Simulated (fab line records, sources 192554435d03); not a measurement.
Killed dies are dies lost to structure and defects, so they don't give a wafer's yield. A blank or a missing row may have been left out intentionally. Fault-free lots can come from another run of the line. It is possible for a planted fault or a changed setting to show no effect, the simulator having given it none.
Chamber matching :: flow n5Finfet :: N5_BEOL_M10_PECVD_70 on pecvd-03: 3 sister chambers
The step deposits SiO2 from TEOS/O2, target thk 20 nm, time 22.7 s. 3 wafers are shown with their chamber, then 7 later ones without.

== WAFERS, EACH WITH ITS CHAMBER ==
wafer: L081.3
chamber: 2
throttleValvePct (%): 21.0

wafer: L087.1
chamber: 0
throttleValvePct (%): 22.4

wafer: L087.2
chamber: 1
throttleValvePct (%): 24.1

== WAFERS MISSING THEIR CHAMBER ==
wafer: L087.3
throttleValvePct (%): 20.9

wafer: L090.2
throttleValvePct (%): 24.3

wafer: L090.3
throttleValvePct (%): 24.1

wafer: L090.5
throttleValvePct (%): 24.4

wafer: L093.3
throttleValvePct (%): 21.0

wafer: L093.5
throttleValvePct (%): 21.0

wafer: L093.6
throttleValvePct (%): 22.6

== THE CHAMBER EACH PASSED THROUGH ==
wafer: L087.3
from the rows above: 2
in truth: 2

wafer: L090.2
from the rows above: 1
in truth: 1

wafer: L090.3
from the rows above: 1
in truth: 1

wafer: L090.5
from the rows above: 1
in truth: 1

wafer: L093.3
from the rows above: 2
in truth: 2

wafer: L093.5
from the rows above: 2
in truth: 2

wafer: L093.6
from the rows above: 0
in truth: 0
Placed correctly: 7 of 7. Can't be placed from these rows: 0. Placed wrongly: 0.
How it was worked out, from the rows above alone: a wafer's distance from a chamber is the root of the sum, over the readings, of the square of ((its reading less the chamber's mean) divided by the reading's scatter). The wafer belongs to the nearest chamber; if the next one is less than 2 further off, it can't be placed. A chamber's mean is the mean of its shown wafers. The scatter: with one shown wafer a chamber, the root of the mean of the squares of how far each hidden wafer lies from its nearest shown one.
